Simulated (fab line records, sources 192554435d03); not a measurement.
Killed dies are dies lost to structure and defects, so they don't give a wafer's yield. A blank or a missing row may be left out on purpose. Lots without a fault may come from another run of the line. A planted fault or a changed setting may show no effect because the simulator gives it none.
Chamber matching | flow n5_finfet | N5_PMOS_HMC_CHANNEL_EPI_DESCUM_14 on rie_diel-05: 4 sister chambers
The step chemistry O2, time 7.9 s. 4 wafers are shown with their chamber, then 7 later ones without.

WAFERS WITH THEIR CHAMBER
wafer  | chamber | showerhead_plenum_p_Torr (Torr)
L075.6 | 3       | 2.17
L082.6 | 2       | 2.13
L084.3 | 0       | 2.09
L084.4 | 1       | 2.03

WAFERS WITHOUT THEIR CHAMBER
wafer  | showerhead_plenum_p_Torr (Torr)
L084.5 | 2.03
L087.2 | 2.12
L087.3 | 2.16
L087.4 | 2.09
L096.2 | 2.03
L096.3 | 2.09
L096.4 | 2.16

WHICH CHAMBER EACH WENT THROUGH
wafer  | from the rows above | in truth
L084.5 | 1                   | 1
L087.2 | 2                   | 2
L087.3 | 3                   | 3
L087.4 | 0                   | 0
L096.2 | 1                   | 1
L096.3 | 0                   | 0
L096.4 | 3                   | 3
Placed correctly: 7 of 7. Can't be placed from these rows: 0. Placed wrongly: 0.
How it was worked out, from the rows above alone: a wafer's distance from a chamber is the root of the sum, over the readings, of the square of ((its reading less the chamber's mean) divided by the reading's scatter). The wafer belongs to the nearest chamber; if the next one is less than 2 further off, it can't be placed. A chamber's mean is the mean of its shown wafers. The scatter: with one shown wafer a chamber, the root of the mean of the squares of how far each hidden wafer lies from its nearest shown one.
